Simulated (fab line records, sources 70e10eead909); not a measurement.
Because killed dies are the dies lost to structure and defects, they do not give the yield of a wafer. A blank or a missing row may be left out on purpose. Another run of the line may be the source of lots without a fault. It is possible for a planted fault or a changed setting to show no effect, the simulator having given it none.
Chamber matching + flow nandHarc + 4 sister chambers for NHARC_A_STAIRCASE_DESCUM_219 on rieDiel-01
The step chemistry O2, time 3 s. 20 wafers are shown with their chamber, then 10 later ones without.

WAFERS PAIRED WITH THEIR CHAMBERS
| wafer  | chamber | drypumpMotorCurrentA (A) | showerheadPlenumPTorr (Torr) | rfVppV (V) |
|--------|---------|--------------------------|------------------------------|------------|
| L075.3 | 0       | 4.8                      | 1.76                         | 56.6       |
| L075.4 | 3       | 6.0                      | 1.79                         | 56.6       |
| L075.5 | 0       | 4.8                      | 1.76                         | 56.1       |
| L077.2 | 0       | 4.8                      | 2.08                         | 58.2       |
| L077.3 | 2       | 6.4                      | 2.07                         | 58.9       |
| L077.4 | 3       | 6.1                      | 1.78                         | 57.1       |
| L079.3 | 2       | 6.4                      | 2.07                         | 59.1       |
| L079.4 | 3       | 6.0                      | 1.78                         | 57.7       |
| L079.5 | 3       | 6.0                      | 1.78                         | 58.4       |
| L083.1 | 2       | 6.4                      | 2.07                         | 57.7       |
| L083.4 | 1       | 6.3                      | 1.99                         | 58.9       |
| L083.5 | 3       | 6.0                      | 1.78                         | 57.5       |
| L083.2 | 0       | 4.8                      | 2.07                         | 58.6       |
| L083.3 | 3       | 6.0                      | 1.78                         | 57.1       |
| L083.6 | 2       | 6.4                      | 2.07                         | 58.9       |
| L084.2 | 2       | 6.4                      | 2.07                         | 58.8       |
| L084.3 | 1       | 6.2                      | 1.99                         | 57.7       |
| L084.5 | 3       | 6.1                      | 1.78                         | 55.9       |
| L089.2 | 3       | 6.1                      | 1.77                         | 58.5       |
| L089.3 | 2       | 6.4                      | 2.06                         | 58.8       |

SIGNATURES (averages over the wafers above)
| reading               | chamber 0 | chamber 1 | chamber 2 | chamber 3 | scatter within a chamber |
|-----------------------|-----------|-----------|-----------|-----------|--------------------------|
| drypumpMotorCurrentA  | 4.800     | 6.250     | 6.400     | 6.037     | 0.0385                   |
| showerheadPlenumPTorr | 1.9175    | 1.9900    | 2.0683    | 1.7800    | 0.0789                   |
| rfVppV                | 57.375    | 58.300    | 58.700    | 57.350    | 0.857                    |
Rule: for each reading, subtract the chamber's mean from the wafer's reading, divide by that reading's scatter and square the result; add these up over the readings and take the root, which gives the wafer's distance from the chamber. If the next closest chamber is less than 2 further off than the closest, the wafer can't be placed; otherwise it belongs to the closest. The scatter: the root of (the sum of the squares of (reading less its chamber's mean) over the shown wafers, divided by (wafers less chambers)).

WAFERS WITHOUT THEIR CHAMBER
| wafer  | drypumpMotorCurrentA (A) | showerheadPlenumPTorr (Torr) | rfVppV (V) |
|--------|--------------------------|------------------------------|------------|
| L089.6 | 6.4                      | 2.06                         | 58.4       |
| L088.2 | 6.0                      | 1.77                         | 56.5       |
| L088.3 | 6.4                      | 2.06                         | 58.4       |
| L088.6 | 6.3                      | 1.99                         | 58.1       |
| L096.1 | 6.3                      | 1.98                         | 57.6       |
| L096.2 | 6.4                      | 2.05                         | 58.8       |
| L096.6 | 6.3                      | 2.05                         | 56.4       |
| L096.3 | 6.0                      | 2.08                         | 57.9       |
| L096.4 | 6.1                      | 2.08                         | 58.0       |
| L096.5 | 6.3                      | 1.98                         | 59.3       |

EACH ONE'S CHAMBER
| wafer  | from the rows above     | in truth |
|--------|-------------------------|----------|
| L089.6 | 2                       | 2        |
| L088.2 | 3                       | 3        |
| L088.3 | 2                       | 2        |
| L088.6 | can't be placed: 1 or 2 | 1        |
| L096.1 | can't be placed: 1 or 2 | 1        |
| L096.2 | 2                       | 2        |
| L096.6 | can't be placed: 1 or 2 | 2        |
| L096.3 | 3                       | 3        |
| L096.4 | can't be placed: 1 or 3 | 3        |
| L096.5 | can't be placed: 1 or 2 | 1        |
5 of 10 placed correctly. From these rows, 5 cannot be placed; in 5 the true chamber is one of the candidates. Number placed wrongly: 0.
